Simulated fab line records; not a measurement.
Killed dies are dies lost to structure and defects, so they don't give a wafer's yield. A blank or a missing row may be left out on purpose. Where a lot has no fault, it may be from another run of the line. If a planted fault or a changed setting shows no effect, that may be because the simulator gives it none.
Chamber matching | flow nand_harc | 4 sister chambers for NHARC_A_ZERO_WELL_ETCH_19 on rie_diel-07
The step etches the open film in N2/H2, target depth 80 nm, overetch 24 nm, time 87.88 s. 45 wafers are shown with their chamber, then 12 later ones without.

## WAFERS WITH THEIR CHAMBER
wafer  | chamber | showerhead_plenum_p_Torr (Torr) | drypump_motor_current_A (A) | rf_vpp_V (V)
L074.4 | 2       | 2.05                            | 5.1                         | 430.7
L074.5 | 0       | 1.95                            | 6.2                         | 429.7
L074.6 | 1       | 2.16                            | 5.7                         | 433.6
L076.1 | 1       | 2.16                            | 5.8                         | 433.5
L076.3 | 3       | 2.02                            | 6.5                         | 431.1
L076.6 | 3       | 2.02                            | 6.5                         | 431.4
L076.2 | 0       | 1.95                            | 6.1                         | 427.0
L076.4 | 2       | 2.05                            | 5.1                         | 430.5
L076.5 | 0       | 1.95                            | 6.1                         | 427.7
L078.1 | 3       | 2.02                            | 6.5                         | 430.3
L078.3 | 1       | 2.16                            | 5.7                         | 434.3
L078.4 | 0       | 1.95                            | 6.1                         | 429.0
L079.1 | 3       | 2.02                            | 6.5                         | 428.7
L079.2 | 2       | 2.05                            | 5.0                         | 431.8
L079.4 | 1       | 2.16                            | 5.8                         | 433.9
L080.1 | 3       | 2.02                            | 6.5                         | 429.2
L080.3 | 0       | 1.95                            | 6.1                         | 426.3
L080.5 | 2       | 2.05                            | 5.0                         | 431.9
L082.1 | 3       | 2.02                            | 6.5                         | 428.6
L082.3 | 2       | 2.05                            | 5.1                         | 430.6
L082.6 | 3       | 2.02                            | 6.5                         | 430.8
L082.2 | 0       | 1.95                            | 6.1                         | 429.4
L082.4 | 1       | 2.16                            | 5.7                         | 435.3
L082.5 | 2       | 2.05                            | 5.1                         | 430.3
L081.1 | 2       | 2.05                            | 5.1                         | 431.2
L081.3 | 1       | 2.16                            | 5.7                         | 433.3
L081.4 | 0       | 1.94                            | 6.1                         | 426.3
L083.1 | 1       | 2.16                            | 5.7                         | 433.8
L083.4 | 2       | 2.05                            | 5.0                         | 432.0
L083.6 | 2       | 2.05                            | 5.0                         | 430.5
L084.2 | 0       | 1.95                            | 6.2                         | 426.6
L084.5 | 1       | 2.16                            | 5.8                         | 435.2
L084.6 | 0       | 1.95                            | 6.2                         | 425.9
L087.2 | 3       | 2.02                            | 6.5                         | 428.6
L087.5 | 2       | 2.05                            | 5.0                         | 431.4
L087.6 | 3       | 2.02                            | 6.5                         | 429.6
L091.1 | 2       | 2.05                            | 5.1                         | 431.6
L091.2 | 0       | 1.94                            | 6.2                         | 427.4
L091.5 | 0       | 1.94                            | 6.2                         | 428.3
L091.3 | 1       | 2.16                            | 5.7                         | 433.2
L091.4 | 3       | 2.02                            | 6.5                         | 429.8
L091.6 | 1       | 2.16                            | 5.8                         | 434.4
L092.2 | 2       | 2.05                            | 5.1                         | 430.0
L092.4 | 3       | 2.02                            | 6.5                         | 430.0
L092.6 | 2       | 2.05                            | 5.1                         | 429.9

SIGNATURES (averages over the wafers above)
reading                  | chamber 0 | chamber 1 | chamber 2 | chamber 3 | scatter within a chamber
showerhead_plenum_p_Torr | 1.9473    | 2.1600    | 2.0500    | 2.0200    | 0.00231
drypump_motor_current_A  | 6.145     | 5.740     | 5.062     | 6.500     | 0.0447
rf_vpp_V                 | 427.600   | 434.050   | 430.954   | 429.827   | 0.978
Rule: a wafer's distance from a chamber is the root of the sum, over the readings, of the square of ((its reading less the chamber's mean) divided by the reading's scatter). If the next closest chamber is less than 2 further off than the closest, the wafer can't be placed; otherwise it belongs to the closest. The scatter: the root of (the sum of the squares of (reading less its chamber's mean) over the shown wafers, divided by (wafers less chambers)).

## WAFERS WHOSE CHAMBER IS MISSING
wafer  | showerhead_plenum_p_Torr (Torr) | drypump_motor_current_A (A) | rf_vpp_V (V)
L093.2 | 2.05                            | 5.1                         | 428.5
L093.5 | 2.02                            | 6.5                         | 429.6
L093.6 | 1.94                            | 6.1                         | 427.7
L094.2 | 2.05                            | 5.1                         | 431.4
L094.4 | 2.16                            | 5.7                         | 433.8
L094.6 | 2.16                            | 5.7                         | 432.5
L095.2 | 2.05                            | 5.0                         | 431.5
L095.4 | 2.01                            | 6.5                         | 430.2
L095.6 | 2.05                            | 5.1                         | 431.1
L097.2 | 2.05                            | 5.0                         | 433.2
L097.4 | 2.16                            | 5.7                         | 433.6
L097.6 | 2.16                            | 5.7                         | 433.1

## THE CHAMBER EACH PASSED THROUGH
wafer  | from the rows above | in truth
L093.2 | 2                   | 2
L093.5 | 3                   | 3
L093.6 | 0                   | 0
L094.2 | 2                   | 2
L094.4 | 1                   | 1
L094.6 | 1                   | 1
L095.2 | 2                   | 2
L095.4 | 3                   | 3
L095.6 | 2                   | 2
L097.2 | 2                   | 2
L097.4 | 1                   | 1
L097.6 | 1                   | 1
12 of 12 placed correctly. From these rows, 0 cannot be placed. 0 placed wrongly.
